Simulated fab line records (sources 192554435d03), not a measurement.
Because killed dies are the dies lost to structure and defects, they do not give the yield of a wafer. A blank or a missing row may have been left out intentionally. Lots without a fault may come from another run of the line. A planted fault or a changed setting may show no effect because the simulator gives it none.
Chamber matching || flow n5-finfet || N5_BEOL_M13_DESCUM_15 on rie-diel-06: 4 sister chambers
The step chemistry O2, time 7.9 s. 8 wafers are shown with their chamber, then 8 later ones without.

== WAFERS WITH THEIR CHAMBER ==
{"wafer": "L085.3", "chamber": 1, "showerhead-plenum-p-Torr (Torr)": 2.09, "drypump-motor-current-A (A)": 5.4}
{"wafer": "L085.5", "chamber": 2, "showerhead-plenum-p-Torr (Torr)": 2.15, "drypump-motor-current-A (A)": 6.2}
{"wafer": "L086.3", "chamber": 1, "showerhead-plenum-p-Torr (Torr)": 2.09, "drypump-motor-current-A (A)": 5.4}
{"wafer": "L086.6", "chamber": 3, "showerhead-plenum-p-Torr (Torr)": 1.99, "drypump-motor-current-A (A)": 5.7}
{"wafer": "L089.3", "chamber": 0, "showerhead-plenum-p-Torr (Torr)": 2.19, "drypump-motor-current-A (A)": 6.1}
{"wafer": "L089.5", "chamber": 3, "showerhead-plenum-p-Torr (Torr)": 1.98, "drypump-motor-current-A (A)": 5.7}
{"wafer": "L089.6", "chamber": 2, "showerhead-plenum-p-Torr (Torr)": 2.15, "drypump-motor-current-A (A)": 6.2}
{"wafer": "L087.2", "chamber": 0, "showerhead-plenum-p-Torr (Torr)": 2.18, "drypump-motor-current-A (A)": 6.2}

== WAFERS WITHOUT THEIR CHAMBER ==
{"wafer": "L087.3", "showerhead-plenum-p-Torr (Torr)": 1.98, "drypump-motor-current-A (A)": 5.7}
{"wafer": "L087.5", "showerhead-plenum-p-Torr (Torr)": 2.18, "drypump-motor-current-A (A)": 6.2}
{"wafer": "L090.1", "showerhead-plenum-p-Torr (Torr)": 2.18, "drypump-motor-current-A (A)": 6.1}
{"wafer": "L090.5", "showerhead-plenum-p-Torr (Torr)": 1.98, "drypump-motor-current-A (A)": 5.7}
{"wafer": "L090.6", "showerhead-plenum-p-Torr (Torr)": 2.18, "drypump-motor-current-A (A)": 6.1}
{"wafer": "L092.1", "showerhead-plenum-p-Torr (Torr)": 2.09, "drypump-motor-current-A (A)": 5.3}
{"wafer": "L092.2", "showerhead-plenum-p-Torr (Torr)": 2.18, "drypump-motor-current-A (A)": 6.1}
{"wafer": "L092.4", "showerhead-plenum-p-Torr (Torr)": 2.09, "drypump-motor-current-A (A)": 5.3}

== WHICH CHAMBER EACH WENT THROUGH ==
{"wafer": "L087.3", "from the rows above": 3, "in truth": 3}
{"wafer": "L087.5", "from the rows above": 0, "in truth": 0}
{"wafer": "L090.1", "from the rows above": 0, "in truth": 0}
{"wafer": "L090.5", "from the rows above": 3, "in truth": 3}
{"wafer": "L090.6", "from the rows above": 0, "in truth": 0}
{"wafer": "L092.1", "from the rows above": 1, "in truth": 1}
{"wafer": "L092.2", "from the rows above": 0, "in truth": 0}
{"wafer": "L092.4", "from the rows above": 1, "in truth": 1}
Correct placement for 8 of the 8. Can't be placed from these rows: 0. Wrongly placed: 0.
How it was worked out, from the rows above alone: a wafer's distance from a chamber is the root of the sum, over the readings, of the square of ((its reading less the chamber's mean) divided by the reading's scatter). If the next closest chamber is less than 2 further off than the closest, the wafer can't be placed; otherwise it belongs to the closest. Each chamber's mean is taken over the wafers shown for it. How the scatter is found: for the shown wafers, subtract from each reading the mean of its chamber, square and add these, divide the total by (wafers less chambers), then take the root.
